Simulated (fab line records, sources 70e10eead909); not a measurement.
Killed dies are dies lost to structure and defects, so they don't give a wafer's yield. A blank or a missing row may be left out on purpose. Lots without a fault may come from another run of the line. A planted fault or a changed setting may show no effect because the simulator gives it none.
fab line records | flow nand_harc
record lots=12 wafers=36 last_day=25
route steps=1159 shown A_STAIRCASE@687 END@1159
lots that met no fault: from a run of the same line without faults
start_h: hours from the record's first day to the start of the lot's first wafer shown | wait_h: hours since the lot's step before | " the same as in the row above | L1.1+2: a row that stands for several wafers | - no value, or no start given | * or withheld: withheld | < > ~ a bound
route shown NAME@n: a module of which the file shows steps, and the number in the route of the first | usual: mean/standard deviation of fault-free wafers | same: alike in all rows | chamber/n: place in a boat | sites: the reading at each site | _std_site: their standard deviation | _edge_site: outer sites' mean less inner sites' | radius_mm: how far each site lies from the wafer's centre | mask NAME#n: copy n | behind: the tool/chamber that last shaped the wafer | hold: why the lot was held/for how many hours/how that ended | device: the transistor (n, p or np) that didn't switch | end of line: the same wafers' tests at the end of the route | a step without rows: its recipe alone | killed: dies lost to structure and defects at the first sort, not the wafer's yield | map: a wafer's dies, x killed, . not, _ none there
set.NAME: the setting as run; set.NAME@STEP: as run at that earlier step | model.NAME: the simulator's own value behind a step, which no gauge read
steps of the route over a sample of lots; a table a step, a row a wafer
services: from which hour (start_h, from the record's first day; less than 0 if before it) a tool's chamber was out of use, for how many hours, and why
## steps
# step NHARC_A_STAIRCASE_DESCUM_312
# recipe time_s=3 o2_flow_sccm=200 ar_flow_sccm=0 bias_power_w=0 chemistry=O2
# usual drypump_motor_current_A=5.70/0.21 o2_flow_sccm=200.1/0.65 oes_product_au=0.999/0.0094 rf_vpp_V=57.6/0.84 showerhead_plenum_p_Torr=1.89/0.098 throttle_valve_pct=11.311/0.0092
# same bias_power_w=0
# columns lot.wafer tool chamber start_h wait_h drypump_motor_current_A o2_flow_sccm oes_product_au rf_hours_counter_h rf_vpp_V showerhead_plenum_p_Torr throttle_valve_pct
L243.4 rie_diel-06 2 261.93 - 5.69 199.8 1.005 6 56.0 1.80 11.314
L243.3 " 3 " " 5.74 200.9 1.015 5 59.2 1.98 11.319
L243.5 " 3 " " 5.77 199.2 1.004 - 57.3 1.98 11.298
L245.2 rie_diel-06 1 266.16 - 6.22 200.5 1.005 9 57.9 1.80 11.317
L245.3 " 0 " " 5.59 201.0 1.008 8 56.5 1.78 11.320
L245.6 " 2 " " 5.70 200.0 0.997 - 56.8 1.80 11.315
L246.1 rie_diel-06 0 275.08 - 5.60 199.0 1.001 11 57.7 1.78 11.316
L246.4 " 2 " " 5.72 200.5 0.997 11 56.8 1.80 11.307
L246.5 " 0 " " 5.59 198.8 1.007 - 56.6 1.78 11.305
L248.1 rie_diel-05 0 277.68 - 5.71 200.5 0.991 43 58.3 1.80 11.313
L248.4 " 3 " " 5.79 199.5 1.006 43 58.4 2.06 11.306
L248.5 " 0 " " 5.71 199.9 0.988 - 58.7 1.80 11.305
L257.1 rie_diel-05 2 330.70 - 5.33 199.7 0.998 59 58.1 1.89 11.303
L257.3 " 0 " " 5.73 200.6 1.006 62 57.2 1.79 11.307
L257.6 " 2 " " 5.35 200.3 1.002 - 58.1 1.89 11.300
L258.3 rie_diel-04 1 348.58 - 5.51 200.3 1.000 20 57.3 1.88 11.313
L258.5 " 1 " " 5.53 200.6 0.998 - 56.7 1.88 11.321
L258.6 " 2 " " 5.64 200.9 1.006 - 56.1 2.05 11.328
L259.4 rie_diel-05 2 355.87 - 5.32 200.6 0.988 3 57.0 1.89 11.319
L259.1 " 3 " " 5.79 199.4 1.023 3 59.3 2.05 11.321
L259.5 " 2 " " 5.35 201.1 0.981 - 57.8 1.89 11.323
L261.3 rie_diel-05 2 371.69 - 5.33 200.3 0.987 6 57.5 1.89 11.314
L261.5 " 1 " " 5.75 200.4 0.990 - 56.3 1.81 11.326
L261.6 " 2 " " 5.33 199.3 0.992 - 57.1 1.89 11.293
L263.3 rie_diel-04 0 375.46 - 5.70 201.1 0.995 28 58.1 1.96 11.322
L263.1 " 1 " " 5.45 200.5 0.994 26 57.9 1.88 11.298
L263.6 " 3 " " 5.99 199.8 0.988 - 56.8 1.97 11.316
L266.1 rie_diel-05 3 389.82 - 5.79 199.5 1.005 14 58.2 2.05 11.326
L266.2 " 0 " " 5.71 198.2 1.002 15 57.7 1.78 11.294
L266.6 " 0 " " 5.70 199.8 1.011 - 57.7 1.78 11.304
L264.1 rie_diel-05 3 396.23 - 5.78 199.7 1.014 16 58.5 2.05 11.316
L264.3 " 1 " " 5.73 200.9 0.988 17 57.1 1.80 11.321
L264.5 " 3 " " 5.76 200.1 1.002 - 58.9 2.05 11.314
L265.2 rie_diel-04 0 404.23 - 5.70 200.1 1.000 41 57.1 1.95 11.300
L265.4 " 2 " " 5.62 200.3 1.015 31 58.0 2.04 11.320
L265.5 " 1 " " 5.49 199.8 1.012 - 58.3 1.87 11.299
# step NHARC_A_STAIRCASE_ETCH_315
# recipe target_depth_a=25000 time_s=607.1 ion_energy_ev=800 c4f8_flow_sccm=80 o2_flow_sccm=60 ar_flow_sccm=withheld rf_w=600 bias_w=3000 chemistry=C4F8/O2/Ar
# usual oes_product_au=0.933/0.01 rf_vpp_V=1823/13
# columns lot.wafer tool chamber start_h wait_h oes_product_au rf_hours_counter_h rf_vpp_V
L243.4 rie_diel-06 3 - - 0.931 6 1836
L243.3 " 2 " " 0.915 7 1812
L243.5 " 0 " " 0.941 - 1810
L245.3 rie_diel-06 0 - - 0.947 8 1811
L245.2 " 2 " " 0.937 8 1813
L245.6 " 1 " " 0.942 - 1812
L246.4 rie_diel-06 2 - - 0.943 11 1813
L246.1 " 3 " " 0.960 10 1835
L246.5 " 3 " " 0.955 - 1837
L248.4 rie_diel-05 2 - - 0.926 39 1825
L248.1 " 1 " " 0.914 45 1814
L248.5 " 3 " " 0.930 - 1845
L257.3 rie_diel-05 1 - - 0.934 65 1815
L257.1 " 0 " " 0.934 63 1811
L257.6 " 2 " " 0.942 - 1823
L258.3 rie_diel-04 2 - - 0.937 13 1844
L258.6 " 0 " " 0.929 - 1833
L258.5 " 1 " " 0.934 - 1823
L259.1 rie_diel-05 3 - - 0.943 4 1845
L259.4 " 0 " " 0.932 4 1811
L259.5 " 0 " " 0.928 - 1809
L261.3 rie_diel-05 0 - - 0.928 8 1809
L261.5 " 0 " " 0.944 - 1811
L261.6 " 1 " " 0.940 - 1812
L263.1 rie_diel-04 1 - - 0.917 26 1822
L263.3 " 3 " " 0.914 29 1834
L263.6 " 1 " " 0.936 - 1823
L266.2 rie_diel-05 3 - - 0.941 14 1843
L266.1 " 0 " " 0.940 15 1810
L266.6 " 0 " " 0.938 - 1809
L264.1 rie_diel-05 1 - - 0.928 17 1814
L264.3 " 2 " " 0.917 16 1822
L264.5 " 1 " " 0.925 - 1811
L265.4 rie_diel-04 2 - - 0.933 31 1845
L265.2 " 0 " " 0.930 41 1832
L265.5 " 3 " " 0.922 - 1832
# step NHARC_A_STAIRCASE_DEP_151
# recipe target_thk_a=38000 temp_c=400 target_thk_nm=3800 teos_flow_sccm=200 rf_w=500 material=SiO2
# usual heater_power_outer_w=395/69 heater_power_w=677/110 mfc_precursor_sccm=200.0/0.55
# columns lot.wafer tool chamber start_h wait_h heater_power_outer_w heater_power_w mfc_precursor_sccm
L243.3 pecvd-02 0 278.30 0.5 453 844 200.7
L243.4 " 2 " " 409 711 200.5
L243.5 " 0 " " 395 759 200.2
L245.3 pecvd-02 1 282.77 0.5 337 570 200.2
L245.2 " 2 " " 541 876 200.0
L245.6 " 0 " " 392 749 200.7
L246.1 pecvd-02 2 291.58 0.4 514 904 199.8
L246.5 " 2 " " 411 719 200.3
L246.4 " 1 " " 298 530 199.8
L248.1 pecvd-04 0 291.69 0.5 515 782 199.1
L248.4 " 2 " " 351 556 198.7
L248.5 " 0 " " 386 653 199.4
L257.3 pecvd-03 1 347.30 1.0 489 780 200.6
L257.1 " 2 " " 400 724 199.3
L257.6 " 1 " " 369 667 200.7
L258.3 pecvd-04 2 365.07 0.6 449 681 199.6
L258.6 " 1 " " 309 527 200.7
L258.5 " 2 " " 352 574 199.6
L259.1 pecvd-02 2 371.79 0.4 497 799 200.1
L259.4 " 0 " " 430 829 200.2
L259.5 " 1 " " 296 497 200.4
L261.3 pecvd-03 0 385.82 0.5 418 728 200.1
L261.5 " 2 " " 318 620 200.1
L261.6 " 1 " " 384 665 199.6
L263.1 pecvd-04 0 394.15 0.4 431 730 200.4
L263.3 " 2 " " 385 618 200.7
L263.6 " 1 " " 285 516 201.4
L266.1 pecvd-03 0 407.69 0.4 370 664 199.5
L266.2 " 1 " " 491 800 200.2
L266.6 " 1 " " 381 680 199.2
L264.1 pecvd-02 2 415.83 0.4 529 866 199.7
L264.3 " 0 " " 452 826 199.9
L264.5 " 2 " " 411 679 200.6
L265.2 pecvd-02 2 420.79 0.5 436 746 200.2
L265.4 " 2 " " 426 712 201.1
L265.5 " 0 " " 424 794 200.0
# step NHARC_A_STAIRCASE_DEP_322
# recipe target_thk_a=38000 temp_c=400 target_thk_nm=3800 teos_flow_sccm=200 rf_w=500 material=SiO2
# usual heater_power_outer_w=388/61 heater_power_w=667/92 mfc_precursor_sccm=199.9/0.64
# columns lot.wafer tool chamber start_h wait_h heater_power_outer_w heater_power_w mfc_precursor_sccm
L243.3 pecvd-04 1 285.30 0.1 404 667 200.2
L243.4 " 1 " " 309 545 199.7
L243.5 " 0 " " 396 648 198.5
L245.2 pecvd-03 2 289.87 0.2 379 735 199.5
L245.3 " 0 " " 346 596 200.1
L245.6 " 1 " " 399 654 200.1
L246.1 pecvd-02 0 301.83 0.1 - - -
L246.5 " 0 " " - - -
L246.4 " 2 " " - - -
L248.1 pecvd-04 2 301.93 0.2 - - -
L248.4 " 2 " " - - -
L248.5 " 0 " " - - -
L257.3 pecvd-02 2 357.03 0.2 491 807 198.7
L257.1 " 0 " " 501 897 200.1
L257.6 " 0 " " 426 801 200.1
L258.3 pecvd-03 2 372.56 0.1 365 690 199.2
L258.6 " 0 " " 326 584 198.7
L258.5 " 1 " " 390 653 200.4
L259.1 pecvd-02 2 379.70 0.1 490 807 200.0
L259.4 " 0 " " 434 817 200.6
L259.5 " 1 " " 296 504 199.2
L261.3 pecvd-02 1 394.70 0.3 354 595 201.0
L261.6 " 2 " " 407 709 199.3
L261.5 " 1 " " 301 513 200.6
L263.3 pecvd-03 2 401.30 0.1 368 703 200.0
L263.1 " 1 " " 421 699 200.6
L263.6 " 2 " " 308 624 199.5
L266.2 pecvd-03 2 417.07 0.1 416 755 200.8
L266.1 " 0 " " 363 644 199.0
L266.6 " 2 " " 316 626 199.9
L264.1 pecvd-03 1 423.94 0.2 458 748 200.1
L264.3 " 2 " " 412 755 198.4
L264.5 " 2 " " 308 622 198.8
L265.2 pecvd-03 2 437.27 0.2 357 679 199.1
L265.4 " 1 " " 381 668 199.7
L265.5 " 0 " " 326 583 199.2
# step NHARC_END_SORT_01
# recipe temp_c=25
# usual killed_at_array=28/11 killed_at_other=0.7/1.1 killed_at_periphery=2.9/2 killed_dies=32/11 killed_open=3.2/1.8 killed_short=2.0/1.4
# same gross_dies=677
# columns lot.wafer tool chamber start_h wait_h killed_at_array killed_at_other killed_at_periphery killed_dies killed_open killed_short
L246.1 prober-02 0 451.07 2.5 672 1 4 677 5 3
L246.4 prober-02 0 453.46 3.4 673 2 2 677 2 0
L246.5 prober-02 0 454.25 3.7 676 1 0 677 5 1
L248.1 prober-02 0 458.88 2.5 673 0 4 677 1 2
L248.4 prober-02 0 461.29 3.4 672 0 5 677 5 1
L248.5 prober-02 0 462.10 3.7 676 0 1 677 3 2
# killed by level:class
L246.1 A_STAIRCASE:area_dep=640 A_CHANNEL_HOLE_D1:chamber_film_flake=14 A_STAIRCASE:chamber_film_flake=8 A_ZERO_WELL:chamber_film_flake=3 A_CONTACT:chamber_film_flake=3 P_STI:geometric_particle:short=1 P_STI:geometric_particle:open=1 P_GATE:geometric_particle:open=1
L246.4 A_STAIRCASE:area_dep=646 A_CHANNEL_HOLE_D1:chamber_film_flake=19 A_STAIRCASE:chamber_film_flake=5 THIN_TSV:chamber_film_flake=2 P_CONTACT:geometric_particle:open=1 A_CONTACT:geometric_particle:open=1 P_BONDPAD:chamber_film_flake=1 A_WL_FILL:chamber_film_flake=1
L246.5 A_STAIRCASE:area_dep=642 A_CHANNEL_HOLE_D1:chamber_film_flake=20 A_STAIRCASE:chamber_film_flake=7 A_ONON_D1:geometric_particle:open=2 A_CHANNEL_FILL_D1:geometric_particle:open=1 A_WL_FILL:geometric_particle:open=1 A_WL_FILL:geometric_particle:short=1 A_CONTACT:geometric_particle:open=1
L248.1 A_STAIRCASE:area_dep=658 A_SLIT:chamber_film_flake=6 A_CHANNEL_HOLE_D1:chamber_film_flake=4 P_ZERO_WELL:chamber_film_flake=2 A_STAIRCASE:chamber_film_flake=2 P_CONTACT:geometric_particle:open=1 A_SOURCE_PLATE:geometric_particle:short=1 A_SGD_CUT:geometric_particle:short=1
L248.4 A_STAIRCASE:area_dep=639 A_CHANNEL_HOLE_D1:chamber_film_flake=12 A_SLIT:chamber_film_flake=9 A_STAIRCASE:chamber_film_flake=4 P_ZERO_WELL:chamber_film_flake=3 A_M0:geometric_particle:open=2 A_CONTACT:chamber_film_flake=2 P_M0:geometric_particle:open=1
L248.5 A_STAIRCASE:area_dep=653 A_SLIT:chamber_film_flake=8 A_CHANNEL_HOLE_D1:chamber_film_flake=6 A_STAIRCASE:chamber_film_flake=3 A_ONON_D1:geometric_particle:short=1 A_ONON_D1:geometric_particle:open=1 A_CHANNEL_FILL_D1:geometric_particle:open=1 A_CONTACT:geometric_particle:short=1
## services
# columns tool chamber start_h hours kind
rie_diel-06 - 242.80 9.0 pm
rie_diel-05 0 246.36 - clean
rie_diel-05 1 246.36 - clean
rie_diel-05 2 246.36 - clean
rie_diel-05 3 246.36 - clean
pecvd-04 - 269.95 1.4 repair
rie_diel-05 0 270.88 - clean
rie_diel-05 1 270.88 - clean
rie_diel-05 2 270.88 - clean
rie_diel-05 3 270.88 - clean
rie_diel-04 - 275.37 1.1 repair
rie_diel-04 - 289.03 9.0 pm
pecvd-03 - 292.31 13.0 pm
rie_diel-05 0 295.50 - clean
rie_diel-05 1 295.50 - clean
rie_diel-05 2 295.50 - clean
rie_diel-05 3 295.50 - clean
rie_diel-06 0 298.58 3.3 repair
rie_diel-04 2 307.44 18.4 repair
pecvd-02 - 334.00 13.0 pm
rie_diel-05 - 340.60 9.0 pm
pecvd-04 - 376.32 13.0 pm
rie_diel-04 3 419.08 20.6 repair
rie_diel-06 - 419.80 9.0 pm
## key
first_sign step=NHARC_A_STAIRCASE_DEP_322 reading=tool_record direction=missing
effect step=NHARC_END_SORT_01 reading=killed_at_array direction=up sigmas=59 usual=28 struck=674
more_kills_born_at NHARC_A_STAIRCASE_DEP_322@pecvd-04=1950 NHARC_A_STAIRCASE_DEP_322@pecvd-02=1928
met_at NHARC_A_STAIRCASE_DEP_322
struck_lots L246,L248
later_rows_left_out L246.1,L246.4,L246.5,L248.1,L248.4,L248.5
tester_left_out L246,L248
not_acting_at NHARC_A_STAIRCASE_DESCUM_312,NHARC_A_STAIRCASE_ETCH_315,NHARC_A_STAIRCASE_DEP_151
onset_between 285.30 301.83
fault kind=skipped_step_whole tool=pecvd-02,pecvd-04 chamber=- onset_h=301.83 steps=NHARC_A_STAIRCASE_DEP_322 scope=struck_lots_only
# tester_left_out: of these lots the tester's yield and bins aren't shown, on N5 and GAA mostly nor the transistor test; their killed dies are dies lost to structure and defects alone, not to doping, threshold or leakage, so they don't give the yield
# later_rows_left_out: the simulator's readings of these wafers behind a module that went badly wrong aren't trusted and aren't shown, but for the sort
